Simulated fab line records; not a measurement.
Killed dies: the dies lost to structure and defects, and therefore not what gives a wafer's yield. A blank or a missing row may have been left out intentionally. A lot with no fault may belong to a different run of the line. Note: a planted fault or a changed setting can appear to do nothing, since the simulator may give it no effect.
Split-lot experiment / flow n5Finfet / 21 wafers read across 7 lots, on a route 1938 steps long

THE SPLIT ITSELF
At N5_BEOL_M1_ETCH_70 (etches SOC in N2/H2, target depth 80 nm, overetch 16 nm, time 120 s), the setting biasW was moved away from the recipe's 150 W on 5 of the 21 wafers read, by +6.5% to +18.0%. All remaining wafers had this setting at the recipe value.

The reading comes from the split's own step.

THE READING
rfVppV, in V, at N5_BEOL_M1_ETCH_70 (etches SOC in N2/H2, target depth 80 nm, overetch 16 nm, time 120 s). A value of 523.2 V with a standard deviation of 2.8 V is what fault-free wafers of this fab line usually give.

wafer=L077.1; tool, chamber at the split=rieDiel-01, 2; biasW as run, W=150; against the recipe=recipe; rfVppV, V=522.4; against lot-mates on the recipe=-
wafer=L077.4; tool, chamber at the split=rieDiel-01, 0; biasW as run, W=177; against the recipe=+18.0%; rfVppV, V=577.2; against lot-mates on the recipe=+54.2
wafer=L077.6; tool, chamber at the split=rieDiel-01, 2; biasW as run, W=150; against the recipe=recipe; rfVppV, V=523.6; against lot-mates on the recipe=-
wafer=L080.2; tool, chamber at the split=rieDiel-05, 2; biasW as run, W=159.7; against the recipe=+6.5%; rfVppV, V=542.9; against lot-mates on the recipe=+19.8
wafer=L080.5; tool, chamber at the split=rieDiel-05, 2; biasW as run, W=150; against the recipe=recipe; rfVppV, V=521.4; against lot-mates on the recipe=-
wafer=L080.6; tool, chamber at the split=rieDiel-05, 1; biasW as run, W=150; against the recipe=recipe; rfVppV, V=524.8; against lot-mates on the recipe=-
wafer=L082.4; tool, chamber at the split=rieDiel-06, 1; biasW as run, W=150; against the recipe=recipe; rfVppV, V=525.1; against lot-mates on the recipe=-
wafer=L082.5; tool, chamber at the split=rieDiel-06, 1; biasW as run, W=171; against the recipe=+14.0%; rfVppV, V=568.3; against lot-mates on the recipe=+45.9
wafer=L082.6; tool, chamber at the split=rieDiel-06, 2; biasW as run, W=150; against the recipe=recipe; rfVppV, V=519.7; against lot-mates on the recipe=-
wafer=L090.3; tool, chamber at the split=rieDiel-06, 1; biasW as run, W=172.6; against the recipe=+15.1%; rfVppV, V=570.7; against lot-mates on the recipe=+47.9
wafer=L090.5; tool, chamber at the split=rieDiel-06, 3; biasW as run, W=150; against the recipe=recipe; rfVppV, V=522.8; against lot-mates on the recipe=-
wafer=L090.6; tool, chamber at the split=rieDiel-06, 0; biasW as run, W=172.6; against the recipe=+15.1%; rfVppV, V=571.8; against lot-mates on the recipe=+49.0
wafer=L089.2; tool, chamber at the split=rieDiel-05, 2; biasW as run, W=150; against the recipe=recipe; rfVppV, V=520.6; against lot-mates on the recipe=-
wafer=L089.3; tool, chamber at the split=rieDiel-05, 1; biasW as run, W=150; against the recipe=recipe; rfVppV, V=523.1; against lot-mates on the recipe=-
wafer=L089.5; tool, chamber at the split=rieDiel-05, 2; biasW as run, W=150; against the recipe=recipe; rfVppV, V=520.5; against lot-mates on the recipe=-
wafer=L092.1; tool, chamber at the split=rieDiel-06, 0; biasW as run, W=150; against the recipe=recipe; rfVppV, V=523.0; against lot-mates on the recipe=-
wafer=L092.4; tool, chamber at the split=rieDiel-06, 2; biasW as run, W=150; against the recipe=recipe; rfVppV, V=517.8; against lot-mates on the recipe=-
wafer=L092.5; tool, chamber at the split=rieDiel-06, 0; biasW as run, W=150; against the recipe=recipe; rfVppV, V=524.5; against lot-mates on the recipe=-
wafer=L096.3; tool, chamber at the split=rieDiel-05, 1; biasW as run, W=150; against the recipe=recipe; rfVppV, V=524.2; against lot-mates on the recipe=-
wafer=L096.5; tool, chamber at the split=rieDiel-05, 3; biasW as run, W=150; against the recipe=recipe; rfVppV, V=525.8; against lot-mates on the recipe=-
wafer=L096.6; tool, chamber at the split=rieDiel-05, 0; biasW as run, W=150; against the recipe=recipe; rfVppV, V=529.4; against lot-mates on the recipe=-

THE FIT
A straight line over all 21 wafers: rfVppV changes by +3.14 V for each +1% of biasW; r = +0.99; the points scatter about the line by 2.5 V.
The same after taking each lot's own level away (the mean of its wafers on the recipe; 21 wafers): +3.16 V for each +1%; r = +1.00; scatter 2 V.
According to that fit, moving biasW by its largest amount changes the reading by 57 V.
From 521.40 to 526.47 V: that is the span of the lots' own levels, equal to 1.8 times the standard deviation above.
The two slopes agree, so the slope changes little with the lot-to-lot level.
Check: +58 V against its lot-mates is what the line predicts for one of the wafers moved furthest among these (+18.0%) when that wafer is left out of the fit. It came out at +54.2 V against them.
Tool readings at the split's step, against how far the setting was moved: rfVppV r = +0.99.

FURTHER SPLITS ON THESE WAFERS
Other splits were also applied to these wafers ahead of the reading. Each is held against what the fit with the lots' levels taken away leaves over:
other split on the same wafers=N5_GATE_CUT_CUT_ETCH_54 icpW; wafers away from the commonest value=8; r with rfVppV (lot level and that fit taken away)=-0.18
other split on the same wafers=N5_MOL_CONTACT_COAG_ETCHBACK_135 timeS; wafers away from the commonest value=7; r with rfVppV (lot level and that fit taken away)=-0.18
other split on the same wafers=N5_BEOL_M0_SAQP_COAT_08 spinRpm; wafers away from the commonest value=7; r with rfVppV (lot level and that fit taken away)=+0.17
other split on the same wafers=N5_BEOL_M0_SAQP_DESCUM_45 timeS; wafers away from the commonest value=6; r with rfVppV (lot level and that fit taken away)=-0.06
other split on the same wafers=N5_BEOL_M1_COAT_05 spinRpm; wafers away from the commonest value=8; r with rfVppV (lot level and that fit taken away)=-0.37
other split on the same wafers=N5_BEOL_M1_EXPOSE_25 doseMj; wafers away from the commonest value=10; r with rfVppV (lot level and that fit taken away)=+0.35

THE WHOLE CHAIN: every reading that the file lists as answering this split, in the file's order
step=N5_BEOL_M1_ETCH_70; what it does=etches SOC in N2/H2, target depth 80 nm, overetch 16 nm, time 120 s; reading=rfVppV; change (the file's fit)=+3.14 V for each +1% of the setting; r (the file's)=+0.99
step=N5_BEOL_M1_ETCH_70; what it does=etches SOC in N2/H2, target depth 80 nm, overetch 16 nm, time 120 s; reading=SiARC_of_BEOL_M1_COAT_68.thkNm (the simulator's own value, which no gauge read); change (the file's fit)=-0.0537 nm for each +1% of the setting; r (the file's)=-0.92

THE FILE'S OWN FIT
rfVppV changes by +3.14 V for each +1% of biasW, r = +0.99.
